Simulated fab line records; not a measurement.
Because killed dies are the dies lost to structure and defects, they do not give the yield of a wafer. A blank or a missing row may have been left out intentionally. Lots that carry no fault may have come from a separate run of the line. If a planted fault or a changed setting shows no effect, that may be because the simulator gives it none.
Comparing a struck lot with a sound one	flow n5 finfet	38 steps out of a route of 1938
Sound: these wafers, L801.4, L801.5, L801.6. Struck: wafer L797.2 (left out: L797.3, L797.6 of the same lot, which were not struck); the cause appears at the end.
Order at every step that has rows: each side's tool, ch and its chambers, its first start. Under that, the readings that differ: sound wafers	struck wafers	difference of the means	sigmas: that difference in standard deviations of wafers without a fault.
alike: a reading whose means differ by less than 2 such deviations, as well as words and numbers matching on both sides. not compared: withheld readings; readings where some wafer has no value; bounds like >300 that might hide an equal value; numbers whose values overlap and for which the record gives no deviation.
A row with sigmas, a row that says differs or no value, or rows on one side alone: a step with any of these is where the two part. When numbers do not overlap yet have no deviation, they are printed without sigmas and do not part them. Lack of a reading on every wafer of one side parts them only where that side has two or more wafers.

first, 9 steps without rows for these wafers: N5_BEOL_M7_DESCUM_33 (chemistry O2, time 7 s); N5_BEOL_M7_ETCH_72 (etches underlayer in N2/H2, target depth 6.5 nm, time 5.2 s); N5_BEOL_M7_ETCH_65 (etches SiARC in CF4, target depth 15.6 nm, time 26 s); N5_BEOL_M7_ETCH_66 (etches SOC in N2/H2, target depth 80 nm, overetch 16 nm, time 120 s); N5_BEOL_M7_STRIP_69 (strips in N2/H2); N5_BEOL_M7_STRIP_73 (strips in N2/H2); N5_BEOL_M7_VIA_ETCH_34 (etches SiCOH lowk in C4F6/O2, target depth 125.5 nm, time 50.5 s); N5_BEOL_M7_STRIP_76 (strips in C4F6/O2); N5_BEOL_M7_STRIP_36 (strips in N2/H2).
N5_BEOL_M7_TRENCH_ETCH_37: etches SiCOH lowk in C4F6/O2, target depth 93.478 nm, time 31.2 s.
  sound on rie diel-06 ch 2,3, day 14 21:40; struck on rie diel-01 ch 0, day 14 19:11
reading	sound	struck	difference	sigmas
bias w (W)	185.0 184.7 185.9	241.9	+56.7	+99 or more
rf vpp V (V)	655 653 665	829	+171	+18
model.etch.depth nm (nm)	92.41 92.42 95.96	105.5	+11.9	
model.BEOL_M7.feature depth nm (nm)	92.4 92.4 96	105.4	+11.8	
model.TiN_of_BEOL_M7_HM_DEP_02.thk nm (nm)	17.8 17.8 17.4	17.2	-0.5	
  alike: drypump motor current A, oes product au, showerhead plenum p Torr, throttle valve pct
  not compared: rf hours counter h
then, 2 steps without rows for these wafers: N5_BEOL_M7_ETCH_41 (etches SiCN in CH3F/O2, target depth 31.9 nm, time 57.8 s); N5_BEOL_M7_STRIP_80 (strips in N2/H2, time 10 s).
N5_BEOL_M7_OCD_MEAS_38:
  sound on ocd-01 at day 14 21:50; struck on ocd-01 at day 14 19:21
reading	sound	struck	difference	sigmas
trench depth nm (nm)	92.7 91.7 95.8	105.3	+11.9	+6
then, 13 steps without rows for these wafers: N5_BEOL_M7_HM_STRIP_39 (strips TiN in peroxide tin strip, target depth 25 nm, time 158 s); N5_BEOL_M7_SRD_40 (time 30 s); N5_BEOL_M7_PRECLEAN_42 (cleans in residue remover, time 60 s); N5_BEOL_M7_SRD_43 (time 30 s); N5_BEOL_M7_CURE_75 (cures SiCOH lowk, time 120 s); N5_BEOL_M7_DEGAS_44 (time 60 s); N5_BEOL_M7_PRE_CLEAN_45 (time 30 s); N5_BEOL_M7_ALD_77 (deposits TaN, target thk 2 nm, pulse time 2 s, purge time 3 s); N5_BEOL_M7_SURFACE_TREAT_79; N5_BEOL_M7_CVD_78 (deposits Co from CCTBA/H2, target thk 2 nm, time 142.3 s); N5_BEOL_M7_SPUTTER_48 (material Cu, target thk 10 nm, time 1.667 s); N5_BEOL_M7_ECD_50 (material Cu, target thk 300 nm); N5_BEOL_M7_ANNEAL_51 (time 90 s).
N5_BEOL_M7_CMP_52: polishes, stops on SiCOH lowk, t overpolish 6.9 s, target thk 80 nm.
  sound on cmp-02 ch 2,3, day 14 23:35; struck on cmp-03 ch 2, day 14 21:53
reading	sound	struck	difference	sigmas
clearing platen down force psi (psi)	1.5035 1.5027 1.5012	1.4962	-0.0063	-2
overpolish run s (s)	6.898 6.904 6.894	6.917	+0.018	+2
model.Cu_of_BEOL_M7_ECD_50.thk nm (nm)	78 76.8 81.4	91.6	+12.9	
  alike: barrier field endpoint s, motor current A, platen rpm, time to endpoint s
N5_BEOL_M7_THK_MEAS_53: measures by xrf.
  sound on film metro-02 at day 14 23:53; struck on film metro-01 at day 14 22:07
reading	sound	struck	difference	sigmas
M7_THK (nm)	77.1 76.3 80.4	91.2	+13.3	+6
then, 2 steps without rows for these wafers: N5_BEOL_M7_PRE_CLEAN_55 (time 15 s); N5_BEOL_M7_DEP_56 (deposits SiCN from 3MS/NH3, target thk 10 nm, time 17.5 s).
N5_BEOL_M7_RS_MEAS_57: measures by four-point-probe.
  sound on film metro-02 at day 15 00:01; struck on film metro-02 at day 14 22:14
reading	sound	struck	difference	sigmas
M7_RS (ohm/sq)	0.294 0.300 0.281	0.245	-0.047	-5
then, 5 steps without rows for these wafers: N5_BEOL_M8_ILD_DEP_00 (deposits SiCOH lowk from DEMS/porogen, target thk 179.75 nm, time 33.4 s); N5_BEOL_M8_CURE_74 (cures SiCOH lowk, time 240 s); N5_BEOL_M8_PECVD_70 (deposits SiO2 from TEOS/O2, target thk 20 nm, time 22.7 s); N5_BEOL_M8_HM_DEP_02 (deposits TiN, target thk 20 nm); N5_BEOL_M8_COAT_59 (time 60 s, resist thk 100 nm).
-- a jump in the record: the struck wafers' starts before and after are 3 days apart (it breaks off in module BEOL_M8 and resumes in module BEOL_M15, where the first step shown is number 1830 of the route) --
N5_BEOL_M15_RC_MEAS_101:
  sound on prober-01 ch 0, day 17 17:19; struck on prober-01 ch 0, day 17 14:12
reading	sound	struck	difference	sigmas
COMB_M8 (S/m)	2.6e-11 1.9e-11 2.6e-11	4e-11	+2e-11	+3
SERP_M14 (ohm/um)	0.157 0.170 0.165	0.154	-0.010	-2
SERP_M5 (ohm/um)	39.7 41.8 38.7	36.4	-3.7	-2
SERP_M7 (ohm/um)	13.6 13.9 12.6	11.9	-1.5	-3
SERP_M7_max_site (ohm/um)	14.7 14.9 13.6	12.3	-2.1	-3
SERP_M9 (ohm/um)	3.09 2.95 3.13	2.87	-0.19	-2
SERP_M9_max_site (ohm/um)	3.24 3.08 3.34	3.04	-0.18	-2
  alike: COMB_M10, COMB_M11, COMB_M12, COMB_M13, COMB_M13_max_site, COMB_M14, COMB_M15, COMB_M5, COMB_M6, COMB_M7, COMB_M9, SERP_M10, SERP_M11, SERP_M12, SERP_M13, SERP_M6, SERP_M8, SERP_M8_max_site
following that, these wafers have no rows for 1 step: N5_PASSIVATION_PROBE_49.

WHERE THEY PART
Earliest at N5_BEOL_M7_TRENCH_ETCH_37; latest, in this record, at N5_BEOL_M15_RC_MEAS_101.

WHY: what had been put in by the simulator
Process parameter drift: rie diel-01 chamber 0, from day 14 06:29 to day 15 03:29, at N5_BEOL_M7_TRENCH_ETCH_37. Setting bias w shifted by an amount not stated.
